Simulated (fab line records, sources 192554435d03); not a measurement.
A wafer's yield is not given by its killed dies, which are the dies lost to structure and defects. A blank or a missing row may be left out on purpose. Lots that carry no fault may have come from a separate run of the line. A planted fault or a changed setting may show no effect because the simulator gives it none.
fab line records || flow n5Finfet
record: {"lots": 4, "wafers": 12, "lastDay": 17}
route steps=1938 shown DUMMY_GATE@255 SPACER0@258 SD_EPI_N@262 BEOL_M4@1111 PASSIVATION@1936
lots with no fault: from the same line, run without faults
startH: hours from the record's first day to the start of the lot's first wafer shown || waitH: time in hours since the lot's previous step || " the same as in the row above || L1.1+2: a row that stands for several wafers || - either no value or no given start || * or withheld: withheld || < > ~ a bound
route shown NAME@n: names a module that has steps shown in the file, with the first one's number in the route || usual: mean/standard deviation taken from wafers without a fault || same: alike in all rows || chamber/n: place in a boat || sites: the reading at each site || _std_site: the values' standard deviation || _edge_site: mean of outer sites minus mean of inner sites || radiusMm: how far each site lies from the wafer's centre || mask NAME#n: copy n || behind: the most recent tool/chamber to have shaped the wafer || hold: cause of the lot's hold/its duration in hours/its outcome || device: names the non-switching transistor (n, p or np) || end of line: at the end of the route, the tests of the same wafers || where a step has no rows: the recipe by itself || killed: dies lost to structure and defects at the first sort, not the wafer's yield || map: the dies of a wafer, with x for killed, . for not killed, _ for no die there
set.NAME: setting as actually run; set.NAME@STEP: the setting as run at that earlier step || model.NAME: the simulator's own value behind a step, which no gauge read
a table for each step, a row for each wafer; lots at some steps of the route
services: the hour from which a tool's chamber was out of use, counted from the record's first day as startH (under 0 if before that day), plus the number of hours and why
== steps ==
step: N5_DUMMY_GATE_SRD_26
recipe: {"dry": "ipaMarangoni", "timeS": 30, "tempC": 23, "rinseLiquid": "diw"}
step: N5_DUMMY_GATE_UV_OZONE_45
recipe: {"timeS": 120, "pressureTorr": 760, "tempC": 25}
step: N5_SPACER0_ALD_07
recipe: {"material": "SiNx", "targetThkA": 20, "tempC": 400, "aldPrecursorFamily": "SiH2I2", "aldCoReactant": "N2/H2-plasma", "pressureTorr": 2}
step: N5_SPACER0_ALD_00
recipe: {"material": "SiOCN", "targetThkA": 35, "tempC": 400, "aldPrecursorFamily": "alkyl-aminosilane", "aldCoReactant": "O2/N2-plasma", "pulseTimeS": 3, "purgeTimeS": 2, "coReactantPurgeTimeS": 2, "aldCycles": 58, "pressureTorr": 2}
step: N5_SPACER0_ALD_08
recipe: {"material": "SiNx", "targetThkA": 20, "tempC": 400, "aldPrecursorFamily": "SiH2I2", "aldCoReactant": "N2/H2-plasma", "pressureTorr": 2}
step: N5_SD_EPI_N_COAT_32
recipe: {"resist": "SOC", "tempC": 250, "timeS": 60, "spinRpm": 1500, "resistThkNm": 350}
step: N5_SD_EPI_N_COAT_33
recipe: {"resist": "SiARC", "tempC": 220, "timeS": 60, "spinRpm": 1500, "resistThkNm": 35}
step: N5_SD_EPI_N_COAT_03
recipe: {"resist": "CAR-ArF-block", "spinRpm": 1500, "resistThkNm": 150}
step: N5_SD_EPI_N_EBR_05
recipe: {"solvent": "PGMEA", "ebrWidthMm": 1.5}
step: N5_SD_EPI_N_SOFTBAKE_04
recipe: {"tempC": 110, "timeS": 60, "resist": "CAR-ArF-block"}
step: N5_SD_EPI_N_EXPOSE_06
recipe: {"maskId": "SD_N_BLK", "na": 1.35, "sourceShape": "conventional", "sigmaOuter": 0.8, "polarization": "unpolarized", "targetCdNm": 120, "doseMj": 39.75}
{"lot.wafer": "L800.2+4+6", "tool": "arfiScanner-03", "chamber": 0, "startH": 63.37, "waitH": "-", "mask": "SD_N_BLK#0"}
{"lot.wafer": "L808.2+3+6", "tool": "arfiScanner-03", "chamber": 0, "startH": 112.32, "waitH": "-", "mask": "SD_N_BLK#0"}
{"lot.wafer": "L809.1+3+4", "tool": "arfiScanner-03", "chamber": 0, "startH": 114.78, "waitH": "-", "mask": "SD_N_BLK#0"}
{"lot.wafer": "L820.2+4+6", "tool": "arfiScanner-01", "chamber": 0, "startH": 181.87, "waitH": "-", "mask": "SD_N_BLK#0"}
step: N5_SD_EPI_N_PEB_07
recipe: {"pebTempC": 110, "pebTimeS": 60, "resist": "CAR-ArF-block"}
step: N5_SD_EPI_N_DEVELOP_08
recipe: {"developTimeS": 30, "developer": "TMAH", "resist": "CAR-ArF-block", "devTempC": 23, "rinseLiquid": "diw", "dry": "airSpin"}
step: N5_SD_EPI_N_CD_MEAS_09
recipe: {"targetCdNm": 120, "landingEnergyEv": 500, "detector": "seInlens"}
usual: {"cdNm": "120.1/0.6"}
{"lot.wafer": "L800.2", "tool": "cdSem-01", "chamber": 0, "startH": 63.49, "waitH": "-", "cdNm": 119.4}
{"lot.wafer": "L800.4", "tool": "cdSem-01", "chamber": 0, "startH": 63.49, "waitH": "-", "cdNm": 119.9}
{"lot.wafer": "L800.6", "tool": "cdSem-01", "chamber": 0, "startH": 63.49, "waitH": "-", "cdNm": 119.3}
{"lot.wafer": "L808.2", "tool": "cdSem-02", "chamber": 0, "startH": 112.44, "waitH": "-", "cdNm": 119.7}
{"lot.wafer": "L808.3", "tool": "cdSem-02", "chamber": 0, "startH": 112.44, "waitH": "-", "cdNm": 114.1}
{"lot.wafer": "L808.6", "tool": "cdSem-02", "chamber": 0, "startH": 112.44, "waitH": "-", "cdNm": 120.0}
{"lot.wafer": "L809.1", "tool": "cdSem-02", "chamber": 0, "startH": 114.91, "waitH": "-", "cdNm": 112.7}
{"lot.wafer": "L809.3", "tool": "cdSem-02", "chamber": 0, "startH": 114.91, "waitH": "-", "cdNm": 112.1}
{"lot.wafer": "L809.4", "tool": "cdSem-02", "chamber": 0, "startH": 114.91, "waitH": "-", "cdNm": 119.9}
{"lot.wafer": "L820.2", "tool": "cdSem-02", "chamber": 0, "startH": 181.99, "waitH": "-", "cdNm": 120.9}
{"lot.wafer": "L820.4", "tool": "cdSem-02", "chamber": 0, "startH": 181.99, "waitH": "-", "cdNm": 119.5}
{"lot.wafer": "L820.6", "tool": "cdSem-02", "chamber": 0, "startH": 181.99, "waitH": "-", "cdNm": 120.3}
step: N5_SD_EPI_N_DESCUM_14
recipe: {"chemistry": "O2", "timeS": 7.9, "sourcePowerW": 50, "biasPowerW": 20, "pressureMtorr": 20, "rfFrequencyHz": 2.712e+07, "tempC": 40, "resist": "CAR-ArF-block", "o2FlowSccm": 225}
usual: {"drypumpMotorCurrentA": "5.8/0.45", "oesProductAu": "0.81/0.075", "rfVppV": "243.4/1.3", "showerheadPlenumPTorr": "2.11/0.068", "throttleValvePct": "20.50/0.25"}
same: {"timeS": 7.9}
{"lot.wafer": "L800.2", "tool": "rieDiel-06", "chamber": 2, "startH": 63.58, "waitH": 0.0, "drypumpMotorCurrentA": 6.9, "oesProductAu": 0.77, "rfHoursCounterH": 136, "rfVppV": 243.8, "showerheadPlenumPTorr": 2.10, "throttleValvePct": 20.81, "model.SD_EPI_N.cdNm": 119.6}
{"lot.wafer": "L800.4", "tool": "rieDiel-06", "chamber": 3, "startH": 63.58, "waitH": 0.0, "drypumpMotorCurrentA": 5.4, "oesProductAu": 0.90, "rfHoursCounterH": 45, "rfVppV": 243.6, "showerheadPlenumPTorr": 2.13, "throttleValvePct": 20.18, "model.SD_EPI_N.cdNm": 120}
{"lot.wafer": "L800.6", "tool": "rieDiel-06", "chamber": 3, "startH": 63.58, "waitH": 0.0, "drypumpMotorCurrentA": 5.4, "oesProductAu": 0.89, "rfHoursCounterH": "-", "rfVppV": 244.1, "showerheadPlenumPTorr": 2.13, "throttleValvePct": 20.21, "model.SD_EPI_N.cdNm": 119.4}
{"lot.wafer": "L808.2", "tool": "rieDiel-06", "chamber": 0, "startH": 112.63, "waitH": 0.1, "drypumpMotorCurrentA": 5.7, "oesProductAu": 0.78, "rfHoursCounterH": 115, "rfVppV": 243.2, "showerheadPlenumPTorr": 2.11, "throttleValvePct": 20.52, "model.SD_EPI_N.cdNm": 120}
{"lot.wafer": "L808.3", "tool": "rieDiel-06", "chamber": 2, "startH": 112.63, "waitH": 0.1, "drypumpMotorCurrentA": 6.8, "oesProductAu": 0.76, "rfHoursCounterH": 153, "rfVppV": 244.4, "showerheadPlenumPTorr": 2.09, "throttleValvePct": 20.82, "model.SD_EPI_N.cdNm": 114}
{"lot.wafer": "L808.6", "tool": "rieDiel-06", "chamber": 2, "startH": 112.63, "waitH": 0.1, "drypumpMotorCurrentA": 6.8, "oesProductAu": 0.76, "rfHoursCounterH": "-", "rfVppV": 242.6, "showerheadPlenumPTorr": 2.09, "throttleValvePct": 20.81, "model.SD_EPI_N.cdNm": 119.8}
{"lot.wafer": "L809.1", "tool": "rieDiel-01", "chamber": 1, "startH": 115.36, "waitH": 0.4, "drypumpMotorCurrentA": 5.5, "oesProductAu": 0.84, "rfHoursCounterH": 83, "rfVppV": 242.4, "showerheadPlenumPTorr": 2.12, "throttleValvePct": 20.05, "model.SD_EPI_N.cdNm": 112.4}
{"lot.wafer": "L809.3", "tool": "rieDiel-01", "chamber": 2, "startH": 115.36, "waitH": 0.4, "drypumpMotorCurrentA": 5.9, "oesProductAu": 0.75, "rfHoursCounterH": 163, "rfVppV": 245.6, "showerheadPlenumPTorr": 2.18, "throttleValvePct": 20.62, "model.SD_EPI_N.cdNm": 112.4}
{"lot.wafer": "L809.4", "tool": "rieDiel-01", "chamber": 3, "startH": 115.36, "waitH": 0.4, "drypumpMotorCurrentA": 6.1, "oesProductAu": 0.68, "rfHoursCounterH": 242, "rfVppV": 243.2, "showerheadPlenumPTorr": 2.05, "throttleValvePct": 20.27, "model.SD_EPI_N.cdNm": 120.4}
{"lot.wafer": "L820.2", "tool": "rieDiel-01", "chamber": 1, "startH": 182.08, "waitH": 0.0, "drypumpMotorCurrentA": 5.5, "oesProductAu": 0.82, "rfHoursCounterH": 110, "rfVppV": 243.0, "showerheadPlenumPTorr": 2.11, "throttleValvePct": 20.09, "model.SD_EPI_N.cdNm": 120.8}
{"lot.wafer": "L820.4", "tool": "rieDiel-01", "chamber": 3, "startH": 182.08, "waitH": 0.0, "drypumpMotorCurrentA": 6.1, "oesProductAu": 0.94, "rfHoursCounterH": 7, "rfVppV": 241.4, "showerheadPlenumPTorr": 2.04, "throttleValvePct": 19.92, "model.SD_EPI_N.cdNm": 120}
{"lot.wafer": "L820.6", "tool": "rieDiel-01", "chamber": 1, "startH": 182.08, "waitH": 0.0, "drypumpMotorCurrentA": 5.5, "oesProductAu": 0.81, "rfHoursCounterH": "-", "rfVppV": 244.6, "showerheadPlenumPTorr": 2.11, "throttleValvePct": 20.09, "model.SD_EPI_N.cdNm": 120.2}
step: N5_SD_EPI_N_ETCH_34
recipe: {"chemistry": "CF4", "target": "SiARC", "targetDepthA": 455, "maskMaterial": "CAR-ArF-block", "timeS": 75.8, "ionEnergyEv": 80, "pressureMtorr": 40, "sourceW": 545, "biasW": 36, "Ar_flow_sccm": 100, "cf4FlowSccm": 100, "ends": "cleared"}
step: N5_SD_EPI_N_ETCH_35
recipe: {"chemistry": "N2/H2", "target": "SOC", "overetchA": 1080, "maskMaterial": "SiARC", "tempC": 40, "ionEnergyEv": 100, "sourceW": 3000, "biasW": 133, "pressureMtorr": 20, "timeS": 486, "n2FlowSccm": 200, "h2FlowSccm": 200}
step: N5_SD_EPI_N_STRIP_36
recipe: {"chemistry": "N2/H2", "tempC": 40, "n2FlowSccm": 200, "h2FlowSccm": 200, "rfFrequencyHz": 6e+07}
step: N5_SD_EPI_N_ETCHBACK_44
recipe: {"chemistry": "CH3F/O2", "mode": "anisotropicEtchback", "target": "SiNx", "targetDepthA": 145, "stopOn": "SiO2", "overEtchFrac": 0.3, "ionEnergyEv": 120, "pressureMtorr": 30, "sourceW": 395, "biasW": 73, "Ar_flow_sccm": 150, "CH3F_flow_sccm": 30, "O2_flow_sccm": 20}
step: N5_SD_EPI_N_ETCH_45
recipe: {"chemistry": "CH3F/O2", "target": "SiOCN", "targetDepthA": 60, "maskMaterial": "SOC", "ionEnergyEv": 60, "biasW": 29, "pressureMtorr": 15, "sourceW": 410, "Ar_flow_sccm": 150, "CH3F_flow_sccm": 30, "O2_flow_sccm": 20}
step: N5_SD_EPI_N_ETCH_16
recipe: {"chemistry": "CHF3/O2", "target": "SiO2", "targetDepthA": 50, "maskMaterial": "SOC", "pressureMtorr": 30, "sourceW": 650, "biasW": 170, "Ar_flow_sccm": 200, "CHF3_flow_sccm": 50, "O2_flow_sccm": 5, "ionEnergyEv": 200}
step: N5_SD_EPI_N_STRIP_47
recipe: {"chemistry": "CHF3/O2", "resist": "SiARC", "rfFrequencyHz": 6e+07}
step: N5_SD_EPI_N_SD_RECESS_17
recipe: {"chemistry": "HBr/Cl2/O2", "targetDepthA": 410, "maskMaterial": "SOC", "timeS": 23.7, "btTimeS": 3, "pressureMtorr": 10, "icpW": 800, "biasW": 112, "HBr_flow_sccm": 150, "Cl2_flow_sccm": 80, "O2_flow_sccm": 12}
usual: {"drypumpMotorCurrentA": "6.0/0.39", "heBacksideLeakSccm": "2.7/0.32", "oesProductAu": "0.992/0.013", "throttleValvePct": "37.09/0.24"}
same: {"timeS": 23.7}
{"lot.wafer": "L800.2", "tool": "rieSi-01", "chamber": 3, "startH": 64.26, "waitH": 0.0, "drypumpMotorCurrentA": 6.7, "heBacksideLeakSccm": 2.3, "oesProductAu": 0.979, "rfHoursCounterH": 6, "throttleValvePct": 36.73, "model.SD_EPI_N.cdNm": 119.4}
{"lot.wafer": "L800.4", "tool": "rieSi-01", "chamber": 3, "startH": 64.26, "waitH": 0.0, "drypumpMotorCurrentA": 6.7, "heBacksideLeakSccm": 2.3, "oesProductAu": 0.986, "rfHoursCounterH": "-", "throttleValvePct": 36.73, "model.SD_EPI_N.cdNm": 119.4}
{"lot.wafer": "L800.6", "tool": "rieSi-01", "chamber": 2, "startH": 64.26, "waitH": 0.0, "drypumpMotorCurrentA": 5.9, "heBacksideLeakSccm": 3.2, "oesProductAu": 0.992, "rfHoursCounterH": "-", "throttleValvePct": 36.82, "model.SD_EPI_N.cdNm": 119.8}
{"lot.wafer": "L808.2", "tool": "rieSi-01", "chamber": 2, "startH": 113.31, "waitH": 0.0, "drypumpMotorCurrentA": 5.9, "heBacksideLeakSccm": 3.1, "oesProductAu": 0.998, "rfHoursCounterH": 162, "throttleValvePct": 36.83, "model.SD_EPI_N.cdNm": 119.4}
{"lot.wafer": "L808.3", "tool": "rieSi-01", "chamber": 3, "startH": 113.31, "waitH": 0.0, "drypumpMotorCurrentA": 6.7, "heBacksideLeakSccm": 2.5, "oesProductAu": 0.984, "rfHoursCounterH": 7, "throttleValvePct": 36.73, "model.SD_EPI_N.cdNm": 113}
{"lot.wafer": "L808.6", "tool": "rieSi-01", "chamber": 0, "startH": 113.31, "waitH": 0.0, "drypumpMotorCurrentA": 6.1, "heBacksideLeakSccm": 2.4, "oesProductAu": 1.007, "rfHoursCounterH": "-", "throttleValvePct": 37.29, "model.SD_EPI_N.cdNm": 120.4}
{"lot.wafer": "L809.1", "tool": "rieSi-02", "chamber": 3, "startH": 116.05, "waitH": 0.0, "drypumpMotorCurrentA": 5.8, "heBacksideLeakSccm": 2.9, "oesProductAu": 0.983, "rfHoursCounterH": 30, "throttleValvePct": 37.21, "model.SD_EPI_N.cdNm": 112}
{"lot.wafer": "L809.3", "tool": "rieSi-02", "chamber": 1, "startH": 116.05, "waitH": 0.0, "drypumpMotorCurrentA": 6.4, "heBacksideLeakSccm": 2.5, "oesProductAu": 0.999, "rfHoursCounterH": 60, "throttleValvePct": 37.14, "model.SD_EPI_N.cdNm": 110.8}
{"lot.wafer": "L809.4", "tool": "rieSi-02", "chamber": 2, "startH": 116.05, "waitH": 0.0, "drypumpMotorCurrentA": 5.7, "heBacksideLeakSccm": 2.3, "oesProductAu": 0.974, "rfHoursCounterH": 39, "throttleValvePct": 37.32, "model.SD_EPI_N.cdNm": 120.4}
{"lot.wafer": "L820.2", "tool": "rieSi-02", "chamber": 3, "startH": 182.77, "waitH": 0.0, "drypumpMotorCurrentA": 5.8, "heBacksideLeakSccm": 3.0, "oesProductAu": 0.981, "rfHoursCounterH": 32, "throttleValvePct": 37.22, "model.SD_EPI_N.cdNm": 121}
{"lot.wafer": "L820.4", "tool": "rieSi-02", "chamber": 2, "startH": 182.77, "waitH": 0.0, "drypumpMotorCurrentA": 5.6, "heBacksideLeakSccm": 2.3, "oesProductAu": 0.977, "rfHoursCounterH": 40, "throttleValvePct": 37.32, "model.SD_EPI_N.cdNm": 119.6}
{"lot.wafer": "L820.6", "tool": "rieSi-02", "chamber": 0, "startH": 182.77, "waitH": 0.0, "drypumpMotorCurrentA": 5.1, "heBacksideLeakSccm": 2.7, "oesProductAu": 0.991, "rfHoursCounterH": "-", "throttleValvePct": 37.18, "model.SD_EPI_N.cdNm": 120.6}
step: N5_SD_EPI_N_STRIP_38
recipe: {"chemistry": "N2/H2", "powerW": 1000, "tempC": 250, "h2Frac": 0.65, "overashFraction": 0.3, "pressureMtorr": "withheld", "n2FlowSccm": 1750, "h2FlowSccm": 3250}
step: N5_BEOL_M4_RC_MEAS_101
usual: {"DIBL_N": "36.3/1.2", "DIBL_P": "36.3/1.4", "IOFF_N": "0.157/0.02", "IOFF_P": "0.22/0.033", "ION_N": "675/9.6", "ION_P": "465/8.2", "SS_N": "71.4/0.45", "SS_P": "73.3/0.54", "VT_N": "249.8/2.5", "VT_P": "-249/3.2"}
{"lot.wafer": "L800.2", "tool": "prober-01", "chamber": 0, "startH": 188.04, "waitH": 0.2, "DIBL_N[mV/V]": 36.7, "DIBL_P[mV/V]": 37.2, "IOFF_N[nA/um]": 0.161, "IOFF_P[nA/um]": 0.19, "ION_N[uA/um]": 675, "ION_P[uA/um]": 454, "SS_N[mV/dec]": 70.6, "SS_P[mV/dec]": 72.9, "VT_N[mV]": 250.2, "VT_P[mV]": -252}
{"lot.wafer": "L800.4", "tool": "prober-01", "chamber": 0, "startH": 188.04, "waitH": 0.2, "DIBL_N[mV/V]": 35.9, "DIBL_P[mV/V]": 35.8, "IOFF_N[nA/um]": 0.147, "IOFF_P[nA/um]": 0.18, "ION_N[uA/um]": 681, "ION_P[uA/um]": 458, "SS_N[mV/dec]": 71.0, "SS_P[mV/dec]": 72.7, "VT_N[mV]": 248.5, "VT_P[mV]": -250}
{"lot.wafer": "L800.6", "tool": "prober-01", "chamber": 0, "startH": 188.04, "waitH": 0.2, "DIBL_N[mV/V]": 36.0, "DIBL_P[mV/V]": 36.6, "IOFF_N[nA/um]": 0.156, "IOFF_P[nA/um]": 0.19, "ION_N[uA/um]": 677, "ION_P[uA/um]": 460, "SS_N[mV/dec]": 71.7, "SS_P[mV/dec]": 73.4, "VT_N[mV]": 249.3, "VT_P[mV]": -250}
{"lot.wafer": "L808.2", "tool": "prober-02", "chamber": 0, "startH": 251.37, "waitH": 0.2, "DIBL_N[mV/V]": 38.1, "DIBL_P[mV/V]": 36.5, "IOFF_N[nA/um]": 0.183, "IOFF_P[nA/um]": 0.24, "ION_N[uA/um]": 686, "ION_P[uA/um]": 469, "SS_N[mV/dec]": 71.5, "SS_P[mV/dec]": 73.5, "VT_N[mV]": 248.7, "VT_P[mV]": -246}
{"lot.wafer": "L808.3", "tool": "prober-02", "chamber": 0, "startH": 251.37, "waitH": 0.2, "DIBL_N[mV/V]": 35.5, "DIBL_P[mV/V]": 33.5, "IOFF_N[nA/um]": 0.134, "IOFF_P[nA/um]": 0.19, "ION_N[uA/um]": 676, "ION_P[uA/um]": 458, "SS_N[mV/dec]": 70.9, "SS_P[mV/dec]": 72.8, "VT_N[mV]": 252.8, "VT_P[mV]": -252}
{"lot.wafer": "L808.6", "tool": "prober-02", "chamber": 0, "startH": 251.37, "waitH": 0.2, "DIBL_N[mV/V]": 35.0, "DIBL_P[mV/V]": 33.1, "IOFF_N[nA/um]": 0.132, "IOFF_P[nA/um]": 0.19, "ION_N[uA/um]": 673, "ION_P[uA/um]": 465, "SS_N[mV/dec]": 70.6, "SS_P[mV/dec]": 72.4, "VT_N[mV]": 249.1, "VT_P[mV]": -251}
{"lot.wafer": "L809.1", "tool": "prober-01", "chamber": 0, "startH": 263.67, "waitH": 0.0, "DIBL_N[mV/V]": 35.4, "DIBL_P[mV/V]": 35.6, "IOFF_N[nA/um]": 0.138, "IOFF_P[nA/um]": 0.16, "ION_N[uA/um]": 668, "ION_P[uA/um]": 455, "SS_N[mV/dec]": 70.9, "SS_P[mV/dec]": 73.2, "VT_N[mV]": 249.9, "VT_P[mV]": -254}
{"lot.wafer": "L809.3", "tool": "prober-01", "chamber": 0, "startH": 263.67, "waitH": 0.0, "DIBL_N[mV/V]": 36.7, "DIBL_P[mV/V]": 36.5, "IOFF_N[nA/um]": 0.160, "IOFF_P[nA/um]": 0.18, "ION_N[uA/um]": 675, "ION_P[uA/um]": 452, "SS_N[mV/dec]": 71.3, "SS_P[mV/dec]": 73.6, "VT_N[mV]": 252.1, "VT_P[mV]": -256}
{"lot.wafer": "L809.4", "tool": "prober-01", "chamber": 0, "startH": 263.67, "waitH": 0.0, "DIBL_N[mV/V]": 36.8, "DIBL_P[mV/V]": 37.3, "IOFF_N[nA/um]": 0.164, "IOFF_P[nA/um]": 0.19, "ION_N[uA/um]": 667, "ION_P[uA/um]": 452, "SS_N[mV/dec]": 72.4, "SS_P[mV/dec]": 72.5, "VT_N[mV]": 248.0, "VT_P[mV]": -254}
{"lot.wafer": "L820.2", "tool": "prober-01", "chamber": 0, "startH": 307.35, "waitH": 0.2, "DIBL_N[mV/V]": 37.1, "DIBL_P[mV/V]": 37.2, "IOFF_N[nA/um]": 0.175, "IOFF_P[nA/um]": 0.28, "ION_N[uA/um]": 680, "ION_P[uA/um]": 472, "SS_N[mV/dec]": 71.5, "SS_P[mV/dec]": 73.8, "VT_N[mV]": 246.7, "VT_P[mV]": -245}
{"lot.wafer": "L820.4", "tool": "prober-01", "chamber": 0, "startH": 307.35, "waitH": 0.2, "DIBL_N[mV/V]": 36.1, "DIBL_P[mV/V]": 35.8, "IOFF_N[nA/um]": 0.147, "IOFF_P[nA/um]": 0.25, "ION_N[uA/um]": 665, "ION_P[uA/um]": 465, "SS_N[mV/dec]": 71.4, "SS_P[mV/dec]": 72.6, "VT_N[mV]": 250.7, "VT_P[mV]": -246}
{"lot.wafer": "L820.6", "tool": "prober-01", "chamber": 0, "startH": 307.35, "waitH": 0.2, "DIBL_N[mV/V]": 36.9, "DIBL_P[mV/V]": 37.3, "IOFF_N[nA/um]": 0.168, "IOFF_P[nA/um]": 0.27, "ION_N[uA/um]": 670, "ION_P[uA/um]": 472, "SS_N[mV/dec]": 71.8, "SS_P[mV/dec]": 73.5, "VT_N[mV]": 249.9, "VT_P[mV]": -245}
step: N5_PASSIVATION_PROBE_49
usual: {"defectLimitedYield": "91.1/1.4", "killed_at_M0_to_M3": "33/10", "killed_at_M4_up": "15/5.8", "killedAtContacts": "13/5.9", "killedAtFrontEnd": "39/11", "killedAtOther": "4/3.6", "killedDies": "105/16", "killedOpen": "68/11", "killedShort": "34/7.8", "sort_bin_5_function": "5.2/0.88", "sort_bin_6_memory": "3.3/0.61", "sortNPass": "1075/16", "sortYieldPct": "91.1/1.4"}
same: {"grossDies": 1180, "killedAtBackSide": 0, "sort_bin_4_leakage[%]": 0, "sort_bin_8_speed[%]": 0}
{"lot.wafer": "L809.1", "tool": "prober-02", "chamber": "-", "startH": 369.43, "waitH": 0.0, "defectLimitedYield[%]": 90.9, "killed_at_M0_to_M3": 32, "killed_at_M4_up": 14, "killedAtContacts": 17, "killedAtFrontEnd": 44, "killedAtOther": 0, "killedDies": 107, "killedOpen": 75, "killedShort": 28, "sort_bin_5_function[%]": 5.3, "sort_bin_6_memory[%]": 3.3, "sortNPass": 1073, "sortYieldPct[%]": 90.9}
{"lot.wafer": "L809.3", "tool": "prober-02", "chamber": "-", "startH": 369.53, "waitH": 0.1, "defectLimitedYield[%]": 90.9, "killed_at_M0_to_M3": 26, "killed_at_M4_up": 26, "killedAtContacts": 9, "killedAtFrontEnd": 43, "killedAtOther": 3, "killedDies": 107, "killedOpen": 67, "killedShort": 39, "sort_bin_5_function[%]": 5.8, "sort_bin_6_memory[%]": 2.7, "sortNPass": 1073, "sortYieldPct[%]": 90.9}
killed by level:class
L809.1 MOL_CONTACT_COAG:geometricParticle:open=13 FIN_SAQP:geometricParticle:open=12 BEOL_M0_SAQP:geometricParticle:open=11 ILD0:geometricParticle:short=9 STI_FIN_REVEAL:geometricParticle:open=8 BEOL_M0_SAQP:geometricParticle:short=6 BEOL_M4:geometricParticle:open=6 BEOL_M2:geometricParticle:open=5
L809.3 BEOL_M4:geometricParticle:open=12 ILD0:geometricParticle:short=11 MOL_CONTACT_COAG:geometricParticle:open=7 BEOL_M0_SAQP:geometricParticle:short=7 BEOL_M0_SAQP:geometricParticle:open=7 BEOL_M3:geometricParticle:open=7 BEOL_M4:geometricParticle:short=7 STI_FIN_REVEAL:geometricParticle:open=6
== services ==
{"tool": "rieDiel-01", "chamber": "-", "startH": 42.23, "hours": 28.1, "kind": "pm"}
{"tool": "rieSi-01", "chamber": 1, "startH": 62.65, "hours": 3.2, "kind": "repair"}
{"tool": "arfiScanner-03", "chamber": 0, "startH": 65.27, "hours": "-", "kind": "calibration"}
{"tool": "arfiScanner-01", "chamber": "-", "startH": 66.95, "hours": 2.0, "kind": "repair"}
{"tool": "rieDiel-01", "chamber": 0, "startH": 70.33, "hours": "-", "kind": "clean"}
{"tool": "rieDiel-01", "chamber": 0, "startH": 70.33, "hours": "-", "kind": "consumableReplace:focusRing"}
{"tool": "rieDiel-01", "chamber": 0, "startH": 70.33, "hours": 22.1, "kind": "scheduledDown"}
{"tool": "rieDiel-01", "chamber": 0, "startH": 70.33, "hours": 22.1, "kind": "ventCycle"}
{"tool": "arfiScanner-03", "chamber": "-", "startH": 70.99, "hours": 1.3, "kind": "pm"}
{"tool": "arfiScanner-01", "chamber": "-", "startH": 71.63, "hours": 0.4, "kind": "repair"}
{"tool": "arfiScanner-03", "chamber": "-", "startH": 81.81, "hours": 3.9, "kind": "pm"}
{"tool": "arfiScanner-03", "chamber": "-", "startH": 88.52, "hours": 0.7, "kind": "repair"}
{"tool": "arfiScanner-01", "chamber": "-", "startH": 89.49, "hours": 0.8, "kind": "pm"}
{"tool": "arfiScanner-01", "chamber": "-", "startH": 97.43, "hours": 1.0, "kind": "pm"}
{"tool": "arfiScanner-01", "chamber": "-", "startH": 100.39, "hours": 2.0, "kind": "repair"}
{"tool": "rieDiel-01", "chamber": 3, "startH": 105.15, "hours": 7.8, "kind": "repair"}
{"tool": "arfiScanner-03", "chamber": "-", "startH": 106.02, "hours": 0.8, "kind": "pm"}
{"tool": "rieSi-02", "chamber": 2, "startH": 134.57, "hours": 9.6, "kind": "repair"}
{"tool": "rieDiel-01", "chamber": 3, "startH": 137.44, "hours": "-", "kind": "clean"}
{"tool": "rieDiel-01", "chamber": 3, "startH": 137.44, "hours": "-", "kind": "consumableReplace:focusRing"}
{"tool": "rieDiel-01", "chamber": 3, "startH": 137.44, "hours": 23.2, "kind": "scheduledDown"}
{"tool": "rieDiel-01", "chamber": 3, "startH": 137.44, "hours": 23.2, "kind": "ventCycle"}
{"tool": "arfiScanner-01", "chamber": "-", "startH": 147.10, "hours": 1.3, "kind": "pm"}
{"tool": "rieDiel-06", "chamber": "-", "startH": 174.50, "hours": 0.2, "kind": "repair"}
== key ==
firstSign: {"step": "N5_SD_EPI_N_CD_MEAS_09", "reading": "cdNm", "direction": "down", "sigmas": 12, "usual": 120.1, "struck": 113.0}
effect none on later readings
modelEffect: {"step": "N5_SD_EPI_N_DESCUM_14", "value": "SD_EPI_N.cdNm", "without": 120.3, "struck": 112.9}
modelEffect: {"step": "N5_SD_EPI_N_SD_RECESS_17", "value": "SD_EPI_N.cdNm", "without": 119.3, "struck": 111.9}
metAt N5_SD_EPI_N_EXPOSE_06
struckWafers L808.3,L809.1,L809.3
onsetBetween 63.37 112.32
fault: {"kind": "processParameterDrift", "tool": "arfiScanner-03", "chamber": "-", "onsetH": 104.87, "steps": "N5_SD_EPI_N_EXPOSE_06", "channel": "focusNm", "offset": 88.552, "shape": "step", "endH": 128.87, "scope": "struckWafersOnly"}
